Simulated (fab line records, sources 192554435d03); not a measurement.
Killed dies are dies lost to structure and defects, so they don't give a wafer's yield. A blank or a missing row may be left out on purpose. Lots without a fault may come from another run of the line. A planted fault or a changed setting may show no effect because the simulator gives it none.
Which tool did it? | flow n5_finfet | 10 lots, 27 wafers sampled, at 7 steps of a route of 1938

WHAT THE GAUGES READ, wafer by wafer
N5_BEOL_M5_CD_MEAS_18: pitch 56 nm, target cd 28 nm.
lot  | measured     | on        | cd_nm (nm)
L991 | day 7 21:50  | cd_sem-01 | 28.0 27.5
L994 | day 8 15:46  | cd_sem-03 | 28.0 28.0 28.5
L999 | day 10 21:06 | cd_sem-01 | 28.1 27.6 28.3
L102 | day 11 19:55 | cd_sem-01 | 27.8 28.6 28.5
L105 | day 12 08:45 | cd_sem-03 | 28.2 28.1 28.9
L104 | day 12 15:28 | cd_sem-01 | 28.1 27.5 28.5
L107 | day 12 23:14 | cd_sem-01 | 27.6 28.3 27.3
L106 | day 13 00:07 | cd_sem-03 | 27.4 27.9 27.2
L110 | day 13 23:38 | cd_sem-02 | 27.6 28.5
L114 | day 14 05:02 | cd_sem-01 | 27.7 27.8

N5_BEOL_M5_OCD_MEAS_38.
lot  | measured     | on     | trench_depth_nm (nm)
L991 | day 7 23:56  | ocd-02 | 72.2 69.1
L994 | day 8 17:22  | ocd-02 | 70.5 73.9 69.7
L999 | day 10 22:01 | ocd-01 | 71.1 74.0 71.4
L102 | day 11 22:47 | ocd-02 | 62.3 63.2 64.7
L105 | day 12 09:37 | ocd-01 | 70.9 71.0 68.5
L104 | day 12 16:35 | ocd-02 | 63.5 64.1 64.0
L107 | day 13 01:21 | ocd-02 | 70.7 70.2 72.4
L106 | day 13 01:44 | ocd-02 | 69.5 70.7 69.7
L110 | day 14 02:06 | ocd-01 | 69.6 77.3
L114 | day 14 08:49 | ocd-01 | 69.8 71.0

N5_BEOL_M5_THK_MEAS_53: measures by xrf.
lot  | measured     | on            | M5_THK (nm)
L991 | day 8 06:31  | film_metro-01 | 62.1 57.4
L994 | day 8 23:56  | film_metro-01 | 61.1 64.0 60.5
L999 | day 11 04:47 | film_metro-02 | 62.4 62.9 61.4
L102 | day 12 05:42 | film_metro-02 | 51.5 53.5 55.0
L105 | day 12 16:22 | film_metro-02 | 62.1 61.3 61.0
L104 | day 12 23:26 | film_metro-02 | 54.3 56.3 54.9
L107 | day 13 07:43 | film_metro-02 | 60.1 61.5 61.8
L106 | day 13 08:29 | film_metro-02 | 59.3 61.1 61.4
L110 | day 14 11:24 | film_metro-01 | 60.7 67.7
L114 | day 14 15:46 | film_metro-01 | 61.1 61.3

N5_BEOL_M5_RS_MEAS_57: measures by four-point-probe.
lot  | measured     | on            | M5_RS (ohm/sq)
L991 | day 8 06:46  | film_metro-01 | 0.388 0.428
L994 | day 9 00:14  | film_metro-02 | 0.390 0.369 0.395
L999 | day 11 05:06 | film_metro-02 | 0.382 0.382 0.390
L102 | day 12 05:58 | film_metro-02 | 0.488 0.467 0.450
L105 | day 12 16:38 | film_metro-02 | 0.390 0.395 0.399
L104 | day 12 23:42 | film_metro-01 | 0.456 0.439 0.451
L107 | day 13 08:01 | film_metro-01 | 0.404 0.393 0.389
L106 | day 13 08:45 | film_metro-01 | 0.415 0.400 0.398
L110 | day 14 11:40 | film_metro-02 | 0.393 0.347
L114 | day 14 16:02 | film_metro-02 | 0.394 0.392

WHICH TOOL RAN EACH LOT (tool, then ch and the chambers of the sampled wafers, then the start)
lot  | N5_BEOL_M5_TRENCH_ETCH_37          | N5_BEOL_M5_CURE_80            | N5_BEOL_M5_DEGAS_44
L991 | rie_diel-03 ch 0,2, day 7 23:47    | uv_cure-01 ch 0, day 8 00:25  | pvd_sputter-03, day 8 00:49
L994 | rie_diel-02 ch 0,1, day 8 17:12    | uv_cure-01 ch 1, day 8 17:36  | pvd_sputter-02, day 8 17:53
L999 | rie_diel-03 ch 1,2,3, day 10 21:52 | uv_cure-01 ch 1, day 10 22:19 | pvd_sputter-03, day 10 22:47
L102 | rie_diel-03 ch 0,2,3, day 11 22:38 | uv_cure-02 ch 2, day 11 22:59 | pvd_sputter-03, day 11 23:35
L105 | rie_diel-01 ch 0,2,3, day 12 09:27 | uv_cure-02 ch 1, day 12 09:48 | pvd_sputter-03, day 12 10:34
L104 | rie_diel-03 ch 0,1, day 12 16:26   | uv_cure-03 ch 0, day 12 16:52 | pvd_sputter-01, day 12 17:41
L107 | rie_diel-01 ch 1,2, day 13 01:11   | uv_cure-03 ch 2, day 13 01:32 | pvd_sputter-02, day 13 01:58
L106 | rie_diel-01 ch 0,1,3, day 13 01:35 | uv_cure-03 ch 0, day 13 01:59 | pvd_sputter-02, day 13 02:24
L110 | rie_diel-02 ch 2,3, day 14 01:56   | uv_cure-02 ch 1, day 14 02:37 | pvd_sputter-01, day 14 03:43
L114 | rie_diel-01 ch 0,1, day 14 08:40   | uv_cure-03 ch 1, day 14 09:07 | pvd_sputter-01, day 14 09:38
- N5_BEOL_M5_TRENCH_ETCH_37: etches SiCOH lowk in C4F6/O2, target depth 71.652 nm, time 24.7 s.
- N5_BEOL_M5_CURE_80: cures SiCOH lowk, time 120 s.
- N5_BEOL_M5_DEGAS_44: time 60 s.

WHAT THE TOOLS THEMSELVES READ (means of the sampled wafers that have a number; where no wafer has one, the mark that the record gives instead)
N5_BEOL_M5_TRENCH_ETCH_37.
lot  | tool        | O2_flow_sccm (sccm) | drypump_motor_current_A (A) | oes_f_703_au (a.u.) | oes_o_777_au (a.u.) | oes_product_au (a.u.) | rf_fwd_power_W (W) | rf_vpp_V (V) | showerhead_plenum_p_Torr (Torr) | throttle_valve_pct (%)
L991 | rie_diel-03 | 10.03               | 5.9                         | 0.77                | 0.78                | 0.76                  | 337.5              | 680          | 2.81                            | 20.69
L994 | rie_diel-02 | 10.04               | 6.0                         | 0.78                | 0.79                | 0.78                  | 341.4              | 648          | 2.79                            | 21.08
L999 | rie_diel-03 | 9.98                | 6.3                         | 0.76                | 0.77                | 0.78                  | 339.4              | 663          | 2.82                            | 20.76
L102 | rie_diel-03 | 10.00               | 6.1                         | 0.53                | 0.56                | 0.67                  | 257.1              | 757          | 2.83                            | 20.75
L105 | rie_diel-01 | 9.99                | 6.1                         | 0.75                | 0.73                | 0.76                  | 339.7              | 668          | 2.89                            | 20.97
L104 | rie_diel-03 | 10.00               | 5.6                         | 0.57                | 0.60                | 0.79                  | 259.1              | 788          | 2.80                            | 20.72
L107 | rie_diel-01 | 9.98                | 6.0                         | 0.76                | 0.76                | 0.75                  | 341.2              | 674          | 2.88                            | 21.08
L106 | rie_diel-01 | 10.00               | 6.0                         | 0.79                | 0.77                | 0.80                  | 340.5              | 663          | 2.83                            | 20.92
L110 | rie_diel-02 | 9.97                | 5.8                         | 0.82                | 0.82                | 0.83                  | 337.8              | 694          | 2.84                            | 20.80
L114 | rie_diel-01 | 10.00               | 6.1                         | 0.84                | 0.82                | 0.86                  | 339.9              | 662          | 2.83                            | 20.87

N5_BEOL_M5_CURE_80.
lot  | tool       | lamp_power_pct (%) | wafer_temp_C_max
L991 | uv_cure-01 | 52.28              | 371.4
L994 | uv_cure-01 | 52.30              | 372.2
L999 | uv_cure-01 | 52.29              | 371.8
L102 | uv_cure-02 | 52.26              | 371.9
L105 | uv_cure-02 | 52.33              | 371.4
L104 | uv_cure-03 | 52.34              | 370.9
L107 | uv_cure-03 | 52.32              | 372.4
L106 | uv_cure-03 | 52.30              | 371.2
L110 | uv_cure-02 | 52.27              | 371.1
L114 | uv_cure-03 | 52.28              | 370.7

N5_BEOL_M5_DEGAS_44.
lot  | tool           | heater_power_w (W)
L991 | pvd_sputter-03 | 333
L994 | pvd_sputter-02 | 351
L999 | pvd_sputter-03 | 342
L102 | pvd_sputter-03 | 338
L105 | pvd_sputter-03 | 343
L104 | pvd_sputter-01 | 322
L107 | pvd_sputter-02 | 360
L106 | pvd_sputter-02 | 344
L110 | pvd_sputter-01 | 317
L114 | pvd_sputter-01 | 312

THE ANSWER, worked out from the rows above alone
Rule: what is usual is taken from the lots themselves. Put in order of their means at a reading, lots are off if they are a third of the lots or fewer, leave a main group of 4 or more, and stand apart from it by a gap of 3 or more times the standard deviation of the main group's means; of several such gaps the widest counts. A main group whose means are all the same, to the digits that the tables above print for the reading, isn't used. A lot without any number at a reading at which 4 lots or more have one is off too. The other lots that the step has rows for count as sound. The gauges are gone through in route order, then the tools' own readings, and for those a lot's mean is taken as printed above. The first step at which some lot is off is used, and at that step the reading that is off furthest; a lot without a number counts as furthest.
Off: L102, L104, at N5_BEOL_M5_OCD_MEAS_38 (trench_depth_nm). The main group: mean 71.2 nm, standard deviation 1.1.
A tool fits if, at a process step before that reading, it ran every lot that is off, and no sound lot after the first of them. The gauges at N5_BEOL_M5_OCD_MEAS_38 aren't tried: what is off there is off at N5_BEOL_M5_THK_MEAS_53 too, on other tools, and a gauge's error can't cause that. One fits: rie_diel-03 at N5_BEOL_M5_TRENCH_ETCH_37. Its last sound lot is L999 (day 10 21:52), its first lot that is off L102 (day 11 22:38): a fault that began between those two fits.
The tool's own readings at N5_BEOL_M5_TRENCH_ETCH_37 bear it out: on the lots that are off they differ by more than 5 times the standard deviation of the sound lots' means. oes_f_703_au reads 0.55 a.u. there against 0.78 a.u. on the sound lots; oes_o_777_au reads 0.58 a.u. there against 0.78 a.u. on the sound lots; rf_fwd_power_W reads 258.1 W there against 339.7 W on the sound lots; rf_vpp_V reads 772 V there against 669 V on the sound lots.

WHAT THE SIMULATOR HAD PUT IN
Process parameter drift: rie_diel-03, from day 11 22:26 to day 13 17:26, at N5_BEOL_M5_TRENCH_ETCH_37. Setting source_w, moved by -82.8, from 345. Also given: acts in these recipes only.
Lots struck among those shown: L102, L104. The rule above found the same.
